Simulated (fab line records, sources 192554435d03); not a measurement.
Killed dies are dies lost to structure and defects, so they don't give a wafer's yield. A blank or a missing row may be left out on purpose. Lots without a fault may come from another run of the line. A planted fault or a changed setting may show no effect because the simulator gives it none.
Which tool did it? | flow n5_finfet | 24 lots, 72 wafers sampled, at 6 steps of a route of 1938

WHAT THE GAUGES READ, wafer by wafer
N5_BEOL_M7_INSPECT_30: inspects for defects (brightfield). Usual: raw_defect_count 450, standard deviation 100.
lot  | measured     | on                | raw_defect_count | flag
L074 | day 9 03:37  | defect_inspect-01 | 400 393 466      |
L077 | day 9 15:18  | defect_inspect-01 | 376 463 365      |
L076 | day 9 19:10  | defect_inspect-01 | 591 388 502      |
L075 | day 9 23:24  | defect_inspect-01 | 423 466 550      |
L078 | day 10 00:52 | defect_inspect-01 | 490 389 437      |
L079 | day 10 07:15 | defect_inspect-02 | 300 337 338      |
L080 | day 10 07:25 | defect_inspect-02 | 331 433 274      |
L081 | day 10 09:51 | defect_inspect-01 | 659 488 571      |
L082 | day 10 19:56 | defect_inspect-01 | 624 518 417      |
L083 | day 11 03:53 | defect_inspect-01 | 426 367 360      |
L085 | day 11 14:14 | defect_inspect-02 | 224 433 442      |
L086 | day 12 06:07 | defect_inspect-01 | 427 367 436      |
L088 | day 12 12:17 | defect_inspect-01 | 520 544 479      |
L084 | day 12 12:23 | defect_inspect-01 | 679 659 542      |
L087 | day 12 13:23 | defect_inspect-01 | 490 391 532      |
L090 | day 12 16:26 | defect_inspect-02 | 497 388 294      |
L089 | day 12 20:46 | defect_inspect-01 | 473 462 572      |
L091 | day 13 05:41 | defect_inspect-02 | 554 403 355      |
L092 | day 13 16:50 | defect_inspect-02 | 405 498 442      |
L093 | day 13 23:55 | defect_inspect-02 | 435 456 536      |
L094 | day 14 01:39 | defect_inspect-01 | 376 381 417      |
L096 | day 14 10:01 | defect_inspect-01 | 470 362 434      |
L095 | day 14 10:11 | defect_inspect-02 | 272 370 387      |
L097 | day 15 01:23 | defect_inspect-02 | 387 374 406      |

N5_BEOL_M8_OCD_MEAS_38. Usual: trench_depth_nm 92.3 nm, standard deviation 1.2.
lot  | measured     | on     | trench_depth_nm (nm) | flag
L074 | day 9 11:41  | ocd-01 | 94.0 93.1 93.1       |
L077 | day 9 23:01  | ocd-01 | 92.9 93.4 91.5       |
L076 | day 10 04:15 | ocd-01 | 92.5 91.6 92.9       |
L075 | day 10 07:25 | ocd-01 | 92.9 92.5 91.8       |
L078 | day 10 10:40 | ocd-02 | 91.0 93.2 92.6       |
L079 | day 10 15:30 | ocd-02 | 91.7 92.7 92.6       |
L080 | day 10 15:41 | ocd-01 | 93.7 92.1 92.4       |
L081 | day 10 18:31 | ocd-02 | 93.3 92.8 94.4       |
L082 | day 11 04:23 | ocd-01 | 91.5 92.1 93.7       |
L083 | day 11 11:38 | ocd-02 | 91.5 92.7 91.8       |
L085 | day 12 00:57 | ocd-02 | 91.7 91.9 92.5       |
L086 | day 12 12:32 | ocd-02 | 92.3 92.6 91.3       |
L088 | day 12 21:56 | ocd-01 | 91.2 92.0 90.4       |
L084 | day 12 21:26 | ocd-01 | 93.6 92.4 94.2       |
L087 | day 12 23:59 | ocd-01 | 91.1 92.8 93.0       |
L090 | day 12 23:37 | ocd-01 | 93.5 93.6 92.0       |
L089 | day 13 03:10 | ocd-01 | 93.2 92.8 89.8       |
L091 | day 13 14:55 | ocd-01 | 91.4 93.0 93.4       |
L092 | day 14 00:29 | ocd-01 | 93.5 91.9 93.0       |
L093 | day 14 10:31 | ocd-02 | 92.9 91.2 92.5       |
L094 | day 14 10:42 | ocd-02 | 94.4 92.1 90.0       |
L096 | day 14 18:14 | ocd-01 | 90.6 93.8 90.9       |
L095 | day 14 18:35 | ocd-02 | 91.0 92.8 92.0       |
L097 | day 15 16:29 | ocd-02 | 90.7 92.8 95.5       |

N5_BEOL_M8_RS_MEAS_57: measures by four-point-probe. Usual: M8_RS 0.289 ohm/sq, standard deviation 0.0065.
lot  | measured     | on            | M8_RS (ohm/sq)    | flag
L074 | day 9 15:26  | film_metro-01 | 0.287 0.295 0.287 |
L077 | day 10 01:38 | film_metro-01 | 0.290 0.284 0.287 |
L076 | day 10 07:10 | film_metro-02 | 0.293 0.284 0.296 |
L075 | day 10 09:46 | film_metro-02 | 0.290 0.292 0.291 |
L078 | day 10 13:08 | film_metro-01 | 0.293 0.286 0.294 |
L079 | day 10 19:22 | film_metro-01 | 0.295 0.292 0.296 |
L080 | day 10 19:31 | film_metro-01 | 0.276 0.286 0.285 |
L081 | day 10 20:44 | film_metro-01 | 0.280 0.285 0.279 |
L082 | day 11 06:32 | film_metro-01 | 0.288 0.286 0.283 |
L083 | day 11 14:06 | film_metro-01 | 0.285 0.285 0.286 |
L085 | day 12 03:35 | film_metro-01 | 0.289 0.294 0.296 |
L086 | day 12 14:43 | film_metro-02 | 0.294 0.292 0.296 |
L088 | day 13 00:54 | film_metro-02 | 0.291 0.288 0.299 |
L084 | day 12 23:58 | film_metro-01 | 0.285 0.289 0.284 |
L087 | day 13 02:12 | film_metro-01 | 0.283 0.283 0.280 |
L090 | day 13 01:56 | film_metro-01 | 0.277 0.286 0.296 |
L089 | day 13 07:16 | film_metro-01 | 0.284 0.286 0.296 |
L091 | day 13 17:41 | film_metro-02 | 0.285 0.282 0.280 |
L092 | day 14 03:40 | film_metro-01 | 0.292 0.292 0.293 |
L093 | day 14 13:43 | film_metro-01 | 0.277 0.293 0.283 |
L094 | day 14 13:26 | film_metro-01 | 0.276 0.290 0.305 |
L096 | day 14 20:53 | film_metro-01 | 0.302 0.279 0.286 |
L095 | day 14 21:17 | film_metro-01 | 0.301 0.285 0.300 |
L097 | day 15 19:40 | film_metro-02 | 0.297 0.291 0.273 |

N5_BEOL_M8_INSPECT_58: inspects for defects (darkfield). Usual: raw_defect_count 72, standard deviation 25.
lot  | measured     | on                | raw_defect_count | flag
L074 | day 9 15:28  | defect_inspect-01 | 81 95 79         |
L077 | day 10 01:40 | defect_inspect-02 | 73 58 41         |
L076 | day 10 07:11 | defect_inspect-01 | 75 72 92         |
L075 | day 10 09:47 | defect_inspect-01 | 125 92 102       |
L078 | day 10 13:10 | defect_inspect-01 | 73 78 96         |
L079 | day 10 19:23 | defect_inspect-02 | 66 34 46         |
L080 | day 10 19:32 | defect_inspect-01 | 46 62 48         |
L081 | day 10 20:46 | defect_inspect-02 | 73 52 72         |
L082 | day 11 06:33 | defect_inspect-02 | 83 54 67         |
L083 | day 11 14:07 | defect_inspect-02 | 62 63 56         |
L085 | day 12 03:36 | defect_inspect-01 | 74 113 61        |
L086 | day 12 14:44 | defect_inspect-01 | 53 39 53         |
L088 | day 13 00:56 | defect_inspect-01 | 124 73 117       |
L084 | day 12 23:59 | defect_inspect-02 | 72 53 50         |
L087 | day 13 02:13 | defect_inspect-02 | 96 96 111        |
L090 | day 13 01:58 | defect_inspect-01 | 63 78 66         |
L089 | day 13 07:18 | defect_inspect-02 | 46 81 54         |
L091 | day 13 17:43 | defect_inspect-01 | 82 77 59         |
L092 | day 14 03:41 | defect_inspect-01 | 72 65 66         |
L093 | day 14 13:44 | defect_inspect-02 | 47 37 44         |
L094 | day 14 13:28 | defect_inspect-02 | 32 58 62         |
L096 | day 14 20:55 | defect_inspect-01 | 93 89 68         |
L095 | day 14 21:19 | defect_inspect-01 | 140 163 101      |
L097 | day 15 19:41 | defect_inspect-01 | 42 37 89         |

N5_BEOL_M9_CD_MEAS_18: pitch 140 nm, target cd 70 nm. Usual: cd_nm 70.0 nm, standard deviation 0.6.
lot  | measured     | on        | cd_nm (nm)     | flag
L074 | day 9 17:36  | cd_sem-02 | 69.6 69.9 70.1 |
L077 | day 10 03:34 | cd_sem-03 | 69.5 69.9 69.3 |
L076 | day 10 09:55 | cd_sem-01 | 69.9 69.7 69.2 |
L075 | day 10 11:44 | cd_sem-01 | 70.2 70.5 70.3 |
L078 | day 10 15:49 | cd_sem-03 | 68.5 69.6 68.7 |
L079 | day 10 21:41 | cd_sem-03 | 69.7 70.4 69.6 |
L080 | day 10 21:51 | cd_sem-01 | 69.5 70.1 69.8 |
L081 | day 10 23:38 | cd_sem-03 | 70.2 70.1 70.2 |
L082 | day 11 09:31 | cd_sem-03 | 70.9 70.5 70.4 |
L083 | day 11 17:03 | cd_sem-03 | 69.3 69.8 69.8 |
L085 | day 12 07:28 | cd_sem-03 | 70.5 69.7 70.7 |
L086 | day 12 23:03 | cd_sem-03 | 70.8 70.6 69.9 |
L088 | day 13 04:07 | cd_sem-01 | 70.2 70.5 70.1 |
L084 | day 13 02:56 | cd_sem-02 | 69.2 69.9 69.0 |
L087 | day 13 05:07 | cd_sem-03 | 69.6 69.0 69.9 |
L090 | day 13 04:58 | cd_sem-01 | 70.1 69.8 69.4 |
L089 | day 13 09:15 | cd_sem-01 | 70.6 69.7 69.4 |
L091 | day 13 20:56 | cd_sem-03 | 69.6 69.8 69.2 |
L092 | day 14 06:00 | cd_sem-01 | 70.4 70.4 69.9 |
L093 | day 14 16:19 | cd_sem-03 | 70.4 69.7 69.3 |
L094 | day 14 15:53 | cd_sem-02 | 70.8 71.5 70.3 |
L096 | day 14 23:59 | cd_sem-01 | 71.3 71.3 70.0 |
L095 | day 15 00:12 | cd_sem-03 | 70.4 70.9 70.3 |
L097 | day 15 23:16 | cd_sem-02 | 69.8 69.4 69.5 |

WHICH TOOL RAN EACH LOT (tool, then ch and the chambers of the sampled wafers, then the start)
lot  | N5_BEOL_M9_STRIP_19
L074 | rie_diel-03 ch 0,2,3, day 9 17:32
L077 | rie_diel-01 ch 0,1,3, day 10 03:30
L076 | rie_diel-01 ch 2,3, day 10 09:51
L075 | rie_diel-03 ch 0,1,3, day 10 11:40
L078 | rie_diel-03 ch 1,2, day 10 15:45
L079 | rie_diel-06 ch 1,2, day 10 21:37
L080 | rie_diel-03 ch 0,1, day 10 21:47
L081 | rie_diel-06 ch 1,3, day 10 23:34
L082 | rie_diel-06 ch 0,1,2, day 11 09:27
L083 | rie_diel-01 ch 0,1,3, day 11 16:59
L085 | rie_diel-03 ch 2,3, day 12 07:24
L086 | rie_diel-03 ch 0,2,3, day 12 22:59
L088 | rie_diel-06 ch 0,1, day 13 04:03
L084 | rie_diel-01 ch 1,3, day 13 02:52
L087 | rie_diel-03 ch 1,2,3, day 13 05:02
L090 | rie_diel-06 ch 1,2,3, day 13 04:53
L089 | rie_diel-01 ch 0,1, day 13 09:10
L091 | rie_diel-03 ch 0,2,3, day 13 20:52
L092 | rie_diel-06 ch 0,1,3, day 14 05:56
L093 | rie_diel-03 ch 0,2,3, day 14 16:15
L094 | rie_diel-03 ch 0,2,3, day 14 15:49
L096 | rie_diel-01 ch 0,1,2, day 14 23:55
L095 | rie_diel-03 ch 1,2,3, day 15 00:07
L097 | rie_diel-03 ch 1,2, day 15 23:11
- N5_BEOL_M9_STRIP_19: strips in O2.

WHAT THE TOOLS THEMSELVES READ (means of the sampled wafers that have a number; where no wafer has one, the mark that the record gives instead)
N5_BEOL_M9_STRIP_19. Usual: drypump_motor_current_A 5.6 A, standard deviation 0.37; oes_product_au 0.78 a.u., standard deviation 0.073; rf_vpp_V 3.7 V, standard deviation 0.65; showerhead_plenum_p_Torr 2.10 Torr, standard deviation 0.084; throttle_valve_pct 16.48 %, standard deviation 0.25.
lot  | tool        | drypump_motor_current_A (A) | oes_product_au (a.u.) | rf_vpp_V (V) | showerhead_plenum_p_Torr (Torr) | throttle_valve_pct (%) | flag
L074 | rie_diel-03 | 5.4                         | 0.76                  | 4.0          | 2.12                            | 16.56                  |
L077 | rie_diel-01 | 5.7                         | 0.76                  | 3.6          | 2.09                            | 16.54                  |
L076 | rie_diel-01 | 6.1                         | 0.75                  | 3.8          | 2.01                            | 16.74                  |
L075 | rie_diel-03 | 5.7                         | 0.76                  | 3.4          | 2.19                            | 16.54                  |
L078 | rie_diel-03 | 5.5                         | 0.76                  | 3.4          | 2.06                            | 16.25                  |
L079 | rie_diel-06 | 5.7                         | 0.80                  | 4.2          | 2.09                            | 16.35                  |
L080 | rie_diel-03 | 5.7                         | 0.80                  | 3.8          | 2.21                            | 16.25                  |
L081 | rie_diel-06 | 5.7                         | 0.83                  | 3.8          | 2.14                            | 16.26                  |
L082 | rie_diel-06 | 5.6                         | 0.81                  | 3.9          | 2.07                            | 16.56                  |
L083 | rie_diel-01 | 5.7                         | 0.75                  | 3.2          | 2.08                            | 16.57                  |
L085 | rie_diel-03 | 5.4                         | 0.80                  | 2.8          | 2.03                            | 16.41                  |
L086 | rie_diel-03 | 5.5                         | 0.83                  | 3.7          | 2.11                            | 16.43                  |
L088 | rie_diel-06 | 5.8                         | 0.85                  | 4.1          | 2.05                            | 16.50                  |
L084 | rie_diel-01 | 5.9                         | 0.74                  | 3.6          | 2.06                            | 16.54                  |
L087 | rie_diel-03 | 5.7                         | 0.81                  | 4.2          | 2.10                            | 16.41                  |
L090 | rie_diel-06 | 5.5                         | 0.77                  | 3.8          | 2.12                            | 16.60                  |
L089 | rie_diel-01 | 5.4                         | 0.69                  | 3.6          | 2.12                            | 16.68                  |
L091 | rie_diel-03 | 5.4                         | 0.82                  | 3.9          | 2.11                            | 16.44                  |
L092 | rie_diel-06 | 5.7                         | 0.82                  | 3.5          | 2.11                            | 16.52                  |
L093 | rie_diel-03 | 5.4                         | 0.81                  | 4.0          | 2.11                            | 16.46                  |
L094 | rie_diel-03 | 5.5                         | 0.80                  | 3.4          | 2.11                            | 16.46                  |
L096 | rie_diel-01 | 5.7                         | 0.78                  | 4.1          | 2.16                            | 16.63                  |
L095 | rie_diel-03 | 5.7                         | 0.79                  | 4.1          | 2.10                            | 16.41                  |
L097 | rie_diel-03 | 5.8                         | 0.74                  | 3.8          | 2.11                            | 16.31                  |

THE ANSWER, worked out from the rows above alone
Rule: a lot is off if the mean of its wafers that have a number lies more than 3 standard deviations from the usual mean. A lot without any number at a reading at which 4 lots or more have one is off too. The other lots that the step has rows for count as sound. The gauges are gone through in route order, then the tools' own readings, and for those a lot's mean is taken as printed above. The first step at which some lot is off is used, and at that step the reading that is off furthest; a lot without a number counts as furthest.
No lot is off at any reading shown: from this, nothing can be told.

WHAT THE SIMULATOR HAD PUT IN
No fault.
